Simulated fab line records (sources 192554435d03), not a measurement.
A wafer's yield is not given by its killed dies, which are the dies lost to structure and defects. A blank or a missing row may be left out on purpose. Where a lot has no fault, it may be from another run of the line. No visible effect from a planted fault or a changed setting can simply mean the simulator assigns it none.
What tool caused it?	flow n5 finfet	Sampling: 24 lots, 72 wafers, 6 of 1938 route steps

## WHAT EACH GAUGE READ, for each wafer
N5_MIM_TOP_LITHO_CD_MEAS_08: the cd target is 2000 nm.
lot	measured	on	cd nm (nm)
L074	day 11 15:50	cd sem-01	1994.6 1995.2 1994.8
L075	day 11 16:26	cd sem-01	1995.1 1997.8 1997.2
L077	day 12 07:07	cd sem-03	1999.5 1997.7 1994.6
L076	day 12 14:25	cd sem-01	1999.8 1999.7 1992.7
L079	day 12 15:08	cd sem-02	1996.4 1997.0 1996.5
L078	day 12 18:15	cd sem-03	2000.7 1996.5 2001.0
L080	day 13 05:02	cd sem-03	1993.7 1997.0 1990.5
L083	day 13 14:00	cd sem-02	1997.1 1994.0 1997.7
L081	day 13 17:11	cd sem-03	1997.0 1998.2 1996.5
L082	day 14 04:31	cd sem-01	1994.9 1991.3 1997.3
L084	day 14 18:48	cd sem-03	1997.1 1995.3 1994.6
L085	day 14 20:26	cd sem-03	1997.4 1990.5 1997.8
L086	day 15 07:11	cd sem-01	1996.5 1995.6 1994.4
L089	day 15 10:19	cd sem-01	1996.1 1995.3 1997.5
L087	day 15 10:38	cd sem-03	1998.5 2003.0 1998.9
L088	day 15 16:46	cd sem-02	1999.1 1997.8 1999.2
L090	day 16 05:44	cd sem-01	1996.2 1998.5 2002.2
L091	day 16 18:43	cd sem-01	1996.7 1995.0 1996.7
L094	day 16 23:55	cd sem-02	1989.1 1996.5 1998.0
L093	day 17 23:34	cd sem-01	1995.3 1997.0 1997.5
L095	day 17 06:12	cd sem-02	2000.7 2003.8 2001.1
L092	day 17 14:31	cd sem-01	1996.8 1999.2 1995.0
L096	day 18 06:08	cd sem-02	1995.4 1991.4 1995.9
L097	day 18 15:22	cd sem-02	1998.4 2000.1 2002.6

## EACH LOT AND THE TOOL THAT RAN IT (in order: tool; ch and the chambers of the sampled wafers; start)
lot	N5_BEOL_M14_STRIP_63	N5_BEOL_M14_ETCH_38	N5_BEOL_M15_DESCUM_15	N5_BEOL_M15_STRIP_37	N5_BEOL_M15_SPUTTER_43
L074	rie diel-02 ch 0,1,3, day 11 05:13 or earlier	rie diel-05 ch 0,1,2, day 11 05:13 or earlier	rie diel-06 ch 1,2,3, day 11 05:13	rie diel-04 ch 0,1,2, day 11 09:24 or earlier	pvd sputter-02, day 11 09:24
L075	rie diel-05 ch 1,3, day 11 07:40 or earlier	rie diel-02 ch 1,2,3, day 11 07:40 or earlier	rie diel-06 ch 1,3, day 11 07:40	rie diel-06 ch 1,3, day 11 10:33 or earlier	pvd sputter-01, day 11 10:33
L077	rie diel-02 ch 0,1,3, day 11 22:17 or earlier	rie diel-02 ch 0,3, day 11 22:17 or earlier	rie diel-04 ch 1,2,3, day 11 22:17	rie diel-06 ch 0,2,3, day 12 01:37 or earlier	pvd sputter-03, day 12 01:37
L076	rie diel-02 ch 1,2,3, day 12 01:20 or earlier	rie diel-05 ch 0,1, day 12 01:20 or earlier	rie diel-04 ch 1,3, day 12 01:20	rie diel-06 ch 0,2,3, day 12 10:14 or earlier	pvd sputter-02, day 12 10:14
L079	rie diel-05 ch 0,2,3, day 12 01:44 or earlier	rie diel-01 ch 1,2,3, day 12 01:44 or earlier	rie diel-06 ch 1,2,3, day 12 01:44	rie diel-03 ch 0,1,3, day 12 10:29 or earlier	pvd sputter-01, day 12 10:29
L078	rie diel-05 ch 0,2, day 12 09:17 or earlier	rie diel-05 ch 0,3, day 12 09:17 or earlier	rie diel-06 ch 0,1,2, day 12 09:17	rie diel-03 ch 0,3, day 12 13:28 or earlier	pvd sputter-02, day 12 13:28
L080	rie diel-02 ch 0,1,2, day 12 19:37 or earlier	rie diel-01 ch 0,1,3, day 12 19:37 or earlier	rie diel-06 ch 0,1,3, day 12 19:37	rie diel-04 ch 0,2,3, day 13 01:13 or earlier	pvd sputter-01, day 13 01:13
L083	rie diel-01 ch 0,2,3, day 13 03:58 or earlier	rie diel-05 ch 0,1,2, day 13 03:58 or earlier	rie diel-06 ch 1,2,3, day 13 03:58	rie diel-03 ch 0,1,3, day 13 08:31 or earlier	pvd sputter-03, day 13 08:31
L081	rie diel-01 ch 2,3, day 13 09:33 or earlier	rie diel-05 ch 0,1,2, day 13 09:33 or earlier	rie diel-04 ch 0,1,2, day 13 09:33	rie diel-03 ch 2,3, day 13 12:44 or earlier	pvd sputter-01, day 13 12:44
L082	rie diel-01 ch 2,3, day 13 20:42 or earlier	rie diel-01 ch 0,2,3, day 13 20:42 or earlier	rie diel-06 ch 0,1,3, day 13 20:42	rie diel-03 ch 0,1, day 14 00:52 or earlier	pvd sputter-01, day 14 00:52
L084	rie diel-02 ch 1,3, day 14 10:41 or earlier	rie diel-05 ch 1,2, day 14 10:41 or earlier	rie diel-03 ch 0,2,3, day 14 10:41	rie diel-06 ch 0,1,3, day 14 14:08 or earlier	pvd sputter-03, day 14 14:08
L085	rie diel-01 ch 0,2,3, day 14 11:53 or earlier	rie diel-02 ch 0,1,3, day 14 11:53 or earlier	rie diel-03 ch 1,2,3, day 14 11:53	rie diel-03 ch 0,2,3, day 14 14:41 or earlier	pvd sputter-01, day 14 14:41
L086	rie diel-05 ch 0,3, day 14 20:58 or earlier	rie diel-02 ch 1,3, day 14 20:58 or earlier	rie diel-03 ch 0,3, day 14 20:58	rie diel-04 ch 1,2, day 14 23:39 or earlier	pvd sputter-01, day 14 23:39
L089	rie diel-02 ch 0,2, day 15 01:56 or earlier	rie diel-01 ch 0,1,2, day 15 01:56 or earlier	rie diel-03 ch 0,1, day 15 01:56	rie diel-03 ch 0,1,2, day 15 06:25 or earlier	pvd sputter-03, day 15 06:25
L087	rie diel-05 ch 1,2,3, day 15 03:55 or earlier	rie diel-05 ch 0,2,3, day 15 03:55 or earlier	rie diel-04 ch 0,1,2, day 15 03:55	rie diel-06 ch 0,1,3, day 15 06:26 or earlier	pvd sputter-02, day 15 06:26
L088	rie diel-01 ch 0,1,2, day 15 08:31 or earlier	rie diel-02 ch 0,1,2, day 15 08:31 or earlier	rie diel-04 ch 1,2, day 15 08:31	rie diel-04 ch 2,3, day 15 12:24 or earlier	pvd sputter-02, day 15 12:24
L090	rie diel-05 ch 1,2,3, day 15 18:29 or earlier	rie diel-01 ch 0,2,3, day 15 18:29 or earlier	rie diel-03 ch 0,1,2, day 15 18:29	rie diel-06 ch 0,1,2, day 16 00:15 or earlier	pvd sputter-01, day 16 00:15
L091	rie diel-05 ch 0,3, day 16 08:00 or earlier	rie diel-02 ch 2,3, day 16 08:00 or earlier	rie diel-04 ch 2,3, day 16 08:00	rie diel-06 ch 0,1, day 16 13:32 or earlier	pvd sputter-03, day 16 13:32
L094	rie diel-01 ch 0,1,3, day 16 13:50 or earlier	rie diel-02 ch 0,3, day 16 13:50 or earlier	rie diel-04 ch 0,1,3, day 16 13:50	rie diel-04 ch 0,1,3, day 16 17:46 or earlier	pvd sputter-03, day 16 17:46
L093	rie diel-01 ch 1,2,3, day 17 10:55 or earlier	rie diel-02 ch 1,3, day 17 10:55 or earlier	rie diel-06 ch 1,2, day 17 10:55	rie diel-03 ch 0,2,3, day 17 18:26 or earlier	pvd sputter-01, day 17 18:26
L095	rie diel-05 ch 1,2,3, day 16 20:23 or earlier	rie diel-01 ch 0,1, day 16 20:23 or earlier	rie diel-06 ch 1,2,3, day 16 20:23	rie diel-04 ch 2,3, day 16 23:11 or earlier	pvd sputter-03, day 16 23:11
L092	rie diel-05 ch 0,1,3, day 17 06:50 or earlier	rie diel-02 ch 0,1,3, day 17 06:50 or earlier	rie diel-06 ch 0,1,3, day 17 06:50	rie diel-06 ch 1,2,3, day 17 10:05 or earlier	pvd sputter-02, day 17 10:05
L096	rie diel-05 ch 0,1,2, day 17 21:13 or earlier	rie diel-01 ch 1,2,3, day 17 21:13 or earlier	rie diel-03 ch 0,2,3, day 17 21:13	rie diel-06 ch 0,2, day 17 23:39 or earlier	pvd sputter-01, day 17 23:39
L097	rie diel-01 ch 0,1, day 18 08:06 or earlier	rie diel-02 ch 1,2, day 18 08:06 or earlier	rie diel-04 ch 0,3, day 18 08:06	rie diel-03 ch 0,1,3, day 18 10:29 or earlier	pvd sputter-02, day 18 10:29
- N5_BEOL_M14_STRIP_63: strips in O2.
- N5_BEOL_M14_ETCH_38: etches SiCN in CF4/N2, target depth 106.5 nm, time 120.6 s.
- N5_BEOL_M15_DESCUM_15: chemistry O2, time 7.9 s.
- N5_BEOL_M15_STRIP_37: strips in O2.
- N5_BEOL_M15_SPUTTER_43: material TaN, target thk 15 nm, time 24.19 s.

## WHAT THE TOOLS THEMSELVES READ (means of the sampled wafers that have a number; where no wafer has one, the mark that the record gives instead)
N5_BEOL_M14_STRIP_63.
lot	tool	drypump motor current A (A)	oes product au (a.u.)	rf vpp V (V)	showerhead plenum p Torr (Torr)	throttle valve pct (%)
L074	rie diel-02	5.0	0.75	3.9	2.14	16.74
L075	rie diel-05	5.3	0.80	3.5	2.16	16.74
L077	rie diel-02	5.0	0.75	4.3	2.14	16.75
L076	rie diel-02	5.5	0.77	4.4	2.17	16.70
L079	rie diel-05	5.2	0.87	3.1	2.10	16.62
L078	rie diel-05	5.3	0.87	3.4	2.06	16.57
L080	rie diel-02	5.4	0.78	4.5	2.16	16.67
L083	rie diel-01	5.6	0.81	3.2	2.13	16.56
L081	rie diel-01	5.5	0.75	2.5	2.09	16.80
L082	rie diel-01	5.5	0.74	3.4	2.09	16.81
L084	rie diel-02	5.1	0.73	3.5	2.14	16.85
L085	rie diel-01	5.7	0.80	3.7	2.12	16.60
L086	rie diel-05	5.3	0.80	4.1	2.05	16.79
L089	rie diel-02	5.9	0.77	3.3	2.15	16.61
L087	rie diel-05	5.3	0.81	3.8	2.16	16.61
L088	rie diel-01	5.7	0.82	4.4	2.16	16.54
L090	rie diel-05	5.3	0.80	3.3	2.15	16.62
L091	rie diel-05	5.3	0.80	4.0	2.04	16.82
L094	rie diel-01	5.8	0.79	4.0	2.16	16.83
L093	rie diel-01	5.5	0.75	3.4	2.12	16.79
L095	rie diel-05	5.3	0.79	3.2	2.15	16.65
L092	rie diel-05	5.4	0.76	3.5	2.11	16.78
L096	rie diel-05	5.4	0.79	3.0	2.11	16.61
L097	rie diel-01	5.8	0.80	3.4	2.20	16.80

N5_BEOL_M14_ETCH_38.
lot	tool	drypump motor current A (A)	oes product au (a.u.)	rf vpp V (V)	showerhead plenum p Torr (Torr)	throttle valve pct (%)
L074	rie diel-05	5.4	0.86	382.1	2.22	15.19
L075	rie diel-02	5.5	0.77	384.0	2.29	15.48
L077	rie diel-02	5.0	0.75	382.5	2.20	15.47
L076	rie diel-05	5.5	0.83	381.8	2.18	15.36
L079	rie diel-01	5.5	0.76	384.4	2.25	15.53
L078	rie diel-05	5.2	0.83	382.4	2.19	15.55
L080	rie diel-01	5.8	0.82	384.2	2.29	15.57
L083	rie diel-05	5.4	0.83	382.2	2.22	15.22
L081	rie diel-05	5.4	0.83	382.5	2.22	15.22
L082	rie diel-01	5.6	0.79	383.4	2.25	15.41
L084	rie diel-05	5.3	0.84	383.0	2.25	15.08
L085	rie diel-02	5.0	0.73	382.5	2.24	15.54
L086	rie diel-02	5.1	0.73	384.6	2.28	15.57
L089	rie diel-01	5.6	0.80	384.6	2.28	15.37
L087	rie diel-05	5.2	0.83	382.5	2.20	15.40
L088	rie diel-02	5.4	0.73	384.2	2.27	15.48
L090	rie diel-01	5.6	0.77	382.8	2.24	15.44
L091	rie diel-02	5.6	0.75	382.6	2.23	15.59
L094	rie diel-02	5.0	0.72	381.5	2.19	15.54
L093	rie diel-02	5.1	0.73	383.4	2.24	15.65
L095	rie diel-01	5.8	0.80	385.6	2.32	15.57
L092	rie diel-02	5.0	0.72	382.7	2.23	15.58
L096	rie diel-01	5.5	0.71	382.9	2.24	15.64
L097	rie diel-02	5.5	0.72	383.1	2.30	15.54

N5_BEOL_M15_DESCUM_15.
lot	tool	drypump motor current A (A)	oes product au (a.u.)	rf vpp V (V)	showerhead plenum p Torr (Torr)	throttle valve pct (%)
L074	rie diel-06	6.0	0.84	242.3	2.06	20.36
L075	rie diel-06	6.1	0.82	242.1	2.03	20.55
L077	rie diel-04	5.9	0.81	242.5	2.08	20.32
L076	rie diel-04	5.8	0.76	242.0	2.02	20.33
L079	rie diel-06	6.0	0.85	243.4	2.06	20.38
L078	rie diel-06	5.9	0.91	242.7	2.13	20.21
L080	rie diel-06	5.9	0.85	243.5	2.10	20.43
L083	rie diel-06	6.0	0.82	242.2	2.06	20.39
L081	rie diel-04	5.9	0.78	242.5	2.08	20.26
L082	rie diel-06	5.9	0.84	243.3	2.10	20.44
L084	rie diel-03	6.0	0.86	242.7	2.13	20.22
L085	rie diel-03	5.9	0.83	242.0	2.09	20.29
L086	rie diel-03	5.7	0.84	244.0	2.15	20.39
L089	rie diel-03	5.7	0.73	242.3	2.02	20.77
L087	rie diel-04	5.9	0.77	243.3	2.08	20.27
L088	rie diel-04	6.1	0.76	244.3	2.15	20.39
L090	rie diel-03	6.0	0.79	242.0	2.05	20.57
L091	rie diel-04	5.8	0.78	241.3	1.99	20.33
L094	rie diel-04	5.8	0.71	242.4	2.02	20.28
L093	rie diel-06	6.1	0.83	243.2	2.05	20.41
L095	rie diel-06	6.0	0.80	242.8	2.05	20.42
L092	rie diel-06	5.9	0.81	243.3	2.09	20.47
L096	rie diel-03	6.0	0.82	242.7	2.12	20.26
L097	rie diel-04	5.5	0.71	240.9	1.95	20.18

N5_BEOL_M15_STRIP_37.
lot	tool	drypump motor current A (A)	oes product au (a.u.)	rf vpp V (V)	showerhead plenum p Torr (Torr)	throttle valve pct (%)
L074	rie diel-04	5.9	0.80	3.5	2.09	16.50
L075	rie diel-06	6.1	0.78	3.8	2.03	16.79
L077	rie diel-06	5.8	0.88	3.1	2.12	16.46
L076	rie diel-06	5.8	0.87	3.0	2.12	16.48
L079	rie diel-03	5.6	0.83	3.3	2.11	16.64
L078	rie diel-03	5.7	0.86	4.0	2.16	16.57
L080	rie diel-04	5.7	0.80	2.9	2.01	16.49
L083	rie diel-03	5.6	0.82	3.2	2.11	16.65
L081	rie diel-03	5.9	0.92	3.2	2.18	16.19
L082	rie diel-03	5.7	0.74	3.5	2.03	16.96
L084	rie diel-06	5.9	0.83	3.3	2.10	16.67
L085	rie diel-03	6.0	0.86	4.3	2.14	16.43
L086	rie diel-04	6.1	0.83	4.0	2.14	16.58
L089	rie diel-03	6.0	0.79	4.3	2.05	16.74
L087	rie diel-06	5.9	0.82	3.3	2.10	16.69
L088	rie diel-04	5.7	0.79	3.9	2.00	16.55
L090	rie diel-06	5.9	0.85	3.2	2.13	16.47
L091	rie diel-06	6.0	0.85	3.7	2.10	16.66
L094	rie diel-04	5.7	0.71	3.9	2.02	16.58
L093	rie diel-03	6.0	0.83	4.0	2.13	16.49
L095	rie diel-04	5.8	0.77	4.0	1.99	16.56
L092	rie diel-06	6.0	0.79	4.3	2.05	16.65
L096	rie diel-06	5.6	0.86	3.9	2.18	16.37
L097	rie diel-03	5.6	0.87	3.1	2.19	16.55

N5_BEOL_M15_SPUTTER_43.
lot	tool	throttle valve pct (%)
L074	pvd sputter-02	29.2
L075	pvd sputter-01	30.1
L077	pvd sputter-03	29.9
L076	pvd sputter-02	29.6
L079	pvd sputter-01	29.7
L078	pvd sputter-02	29.7
L080	pvd sputter-01	29.7
L083	pvd sputter-03	30.2
L081	pvd sputter-01	29.8
L082	pvd sputter-01	29.9
L084	pvd sputter-03	29.5
L085	pvd sputter-01	30.0
L086	pvd sputter-01	30.3
L089	pvd sputter-03	30.1
L087	pvd sputter-02	30.0
L088	pvd sputter-02	30.9
L090	pvd sputter-01	29.9
L091	pvd sputter-03	30.0
L094	pvd sputter-03	29.8
L093	pvd sputter-01	29.9
L095	pvd sputter-03	29.9
L092	pvd sputter-02	29.7
L096	pvd sputter-01	30.0
L097	pvd sputter-02	29.1

## THE ANSWER, worked out from the rows above alone
Rule: the lots themselves supply what counts as usual. Put in order of their means at a reading, lots are off if they are a third of the lots or fewer, leave a main group of 4 or more, and stand apart from it by a gap of 3 or more times the standard deviation of the main group's means; of several such gaps the widest counts. Not used: any main group whose means are identical at the precision the tables above print for the reading. A lot without any number at a reading at which 4 lots or more have one is off too. Where the step has rows for the other lots, those lots are counted as sound. After the gauges, taken in route order, come the tools' own readings; for these a lot's mean is taken, as printed above. At the first step where some lot is off, the reading lying furthest off is the one used; lots without a number count as furthest.
Across all readings shown, no lot is off: no conclusion can be drawn from this.

## WHAT THE SIMULATOR HAD INSERTED
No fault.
